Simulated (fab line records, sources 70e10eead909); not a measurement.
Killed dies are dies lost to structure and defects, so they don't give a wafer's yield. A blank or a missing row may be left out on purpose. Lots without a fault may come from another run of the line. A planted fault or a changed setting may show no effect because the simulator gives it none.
Chamber matching | flow nand_harc | NHARC_P_GATE_ETCH_104 on rie_diel-01: 4 sister chambers
The step etches the open film in CF4/CHF3, target depth 60 nm. 14 wafers are shown with their chamber, then 7 later ones without.

WAFERS WITH THEIR CHAMBER
wafer  | chamber | showerhead_plenum_p_Torr (Torr) | drypump_motor_current_A (A) | rf_vpp_V (V)
L832.4 | 0       | 1.62                            | 5.3                         | 372.2
L832.5 | 2       | 1.50                            | 5.5                         | 368.6
L832.6 | 1       | 1.64                            | 5.7                         | 373.7
L833.4 | 1       | 1.64                            | 5.7                         | 371.8
L833.5 | 1       | 1.64                            | 5.8                         | 371.9
L833.6 | 0       | 1.62                            | 5.3                         | 371.3
L835.1 | 2       | 1.49                            | 5.6                         | 366.6
L835.2 | 1       | 1.64                            | 5.7                         | 373.7
L835.6 | 2       | 1.49                            | 5.6                         | 368.1
L842.1 | 0       | 1.62                            | 5.3                         | 372.1
L842.2 | 2       | 1.49                            | 5.6                         | 366.9
L842.3 | 1       | 1.64                            | 5.7                         | 371.7
L844.1 | 3       | 1.65                            | 5.6                         | 372.7
L844.2 | 1       | 1.64                            | 5.7                         | 373.7

SIGNATURES (means of the wafers above)
reading                  | chamber 0 | chamber 1 | chamber 2 | chamber 3 | scatter within a chamber
showerhead_plenum_p_Torr | 1.6200    | 1.6400    | 1.4925    | 1.6500    | 0.00274
drypump_motor_current_A  | 5.300     | 5.717     | 5.575     | 5.600     | 0.0398
rf_vpp_V                 | 371.867   | 372.750   | 367.550   | 372.700   | 0.93
Rule: a wafer's distance from a chamber is the root of the sum, over the readings, of the square of ((its reading less the chamber's mean) divided by the reading's scatter). The wafer belongs to the nearest chamber; if the next one is less than 2 further off, it can't be placed. The scatter: the root of (the sum of the squares of (reading less its chamber's mean) over the shown wafers, divided by (wafers less chambers)).

WAFERS WITHOUT THEIR CHAMBER
wafer  | showerhead_plenum_p_Torr (Torr) | drypump_motor_current_A (A) | rf_vpp_V (V)
L844.6 | 1.49                            | 5.6                         | 368.1
L850.2 | 1.62                            | 5.3                         | 371.9
L850.3 | 1.64                            | 5.7                         | 372.2
L850.4 | 1.65                            | 5.6                         | 373.1
L849.3 | 1.49                            | 5.5                         | 368.1
L849.4 | 1.62                            | 5.3                         | 371.7
L849.6 | 1.65                            | 5.6                         | 373.7

WHICH CHAMBER EACH WENT THROUGH
wafer  | from the rows above | in truth
L844.6 | 2                   | 2
L850.2 | 0                   | 0
L850.3 | 1                   | 1
L850.4 | 3                   | 3
L849.3 | 2                   | 2
L849.4 | 0                   | 0
L849.6 | 3                   | 3
Placed correctly: 7 of 7. Can't be placed from these rows: 0. Placed wrongly: 0.
